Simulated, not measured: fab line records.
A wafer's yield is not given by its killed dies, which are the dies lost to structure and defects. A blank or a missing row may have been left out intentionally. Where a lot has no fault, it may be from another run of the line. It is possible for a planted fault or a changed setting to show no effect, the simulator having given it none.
Matching of chambers    flow nandHarc    3 sister chambers for NHARC_A_CONTACT_DEP_85 on pecvd-03
The step deposits SiON, target thk 60 nm. 6 wafers are shown with their chamber, then 9 later ones without.

WAFERS, EACH WITH ITS CHAMBER
wafer   chamber  heaterPowerW (W)
L082.1  1        917
L082.2  2        726
L082.3  0        605
L086.1  1        829
L086.4  2        728
L086.6  0        558

WAFERS WITH NO CHAMBER GIVEN
wafer   heaterPowerW (W)
L091.1  801
L091.4  829
L091.5  670
L095.2  875
L095.4  874
L095.6  560
L097.1  820
L097.2  569
L097.6  821

CHAMBER TAKEN BY EACH
wafer   from the rows above      in truth
L091.1  can't be placed: 1 or 2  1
L091.4  can't be placed: 1 or 2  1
L091.5  can't be placed: 2 or 0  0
L095.2  1                        1
L095.4  1                        1
L095.6  0                        0
L097.1  can't be placed: 1 or 2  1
L097.2  0                        0
L097.6  can't be placed: 1 or 2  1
Placed correctly: 4 of 9. Unplaceable from these rows: 5, with the true chamber sitting among the candidates in 5. Number placed wrongly: 0.
How it was worked out, from the rows above alone: a wafer's distance from a chamber is the root of the sum, over the readings, of the square of ((its reading less the chamber's mean) divided by the reading's scatter). If the next closest chamber is less than 2 further off than the closest, the wafer can't be placed; otherwise it belongs to the closest. The mean given for a chamber averages the wafers shown for that chamber. The scatter is the square root of a quotient: the sum, over the shown wafers, of each reading's squared deviation from its chamber's mean, divided by wafers minus chambers.
